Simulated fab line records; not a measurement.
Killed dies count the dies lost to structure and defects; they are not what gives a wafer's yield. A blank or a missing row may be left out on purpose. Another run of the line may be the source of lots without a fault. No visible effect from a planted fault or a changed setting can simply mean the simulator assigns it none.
Which tool was responsible? | flow n5_finfet | 45 wafers sampled from 15 lots at 1 step of a route of 1938

== WHAT THE GAUGES SHOWED, per wafer ==
N5_BEOL_M5_INSPECT_13: inspects for defects (brightfield). Usual: raw_defect_count 404, standard deviation 90.
lot  | measured     | on                | raw_defect_count | flag
L270 | day 7 19:19  | defect_inspect-02 | 551 420 531      |
L269 | day 7 19:46  | defect_inspect-02 | 473 485 414      |
L271 | day 8 15:37  | defect_inspect-01 | 623 658 490      |
L272 | day 8 20:12  | defect_inspect-02 | 622 354 460      |
L275 | day 9 12:59  | defect_inspect-01 | 390 482 450      |
L277 | day 10 04:32 | defect_inspect-02 | 251 318 295      |
L280 | day 11 04:21 | defect_inspect-02 | 300 546 278      |
L283 | day 11 05:39 | defect_inspect-02 | 319 276 259      |
L284 | day 12 07:11 | defect_inspect-01 | 419 265 463      |
L285 | day 12 08:43 | defect_inspect-02 | 244 389 344      |
L286 | day 12 17:22 | defect_inspect-02 | 376 283 392      |
L289 | day 13 11:23 | defect_inspect-01 | 332 512 476      |
L290 | day 13 21:37 | defect_inspect-01 | 401 366 393      |
L291 | day 14 09:59 | defect_inspect-02 | 404 347 348      |
L292 | day 14 17:52 | defect_inspect-02 | 418 426 591      |

== TOOL THAT RAN EACH LOT (tool first, then ch and the chambers of the sampled wafers, then the start) ==
Before these readings, the record contains no process step.

== WHAT THE TOOLS THEMSELVES READ (means of the sampled wafers that have a number; where no wafer has one, the mark that the record gives instead) ==
The record holds no such reading with a usual standard deviation.

== THE ANSWER, worked out from the rows above alone ==
Rule: a lot is off if the mean of its wafers that have a number lies more than 3 standard deviations from the usual mean. Also off: a lot with no number at a reading for which 4 or more lots have one. Where the step has rows for the other lots, those lots are counted as sound. Order of review: gauges by route order, followed by the tools' own readings, for which a lot's mean as printed above is used. At the first step where some lot is off, the reading lying furthest off is the one used; lots without a number count as furthest.
No lot is off on any of the readings shown, so nothing can be concluded from this.

== WHAT THE SIMULATOR HAD INSERTED ==
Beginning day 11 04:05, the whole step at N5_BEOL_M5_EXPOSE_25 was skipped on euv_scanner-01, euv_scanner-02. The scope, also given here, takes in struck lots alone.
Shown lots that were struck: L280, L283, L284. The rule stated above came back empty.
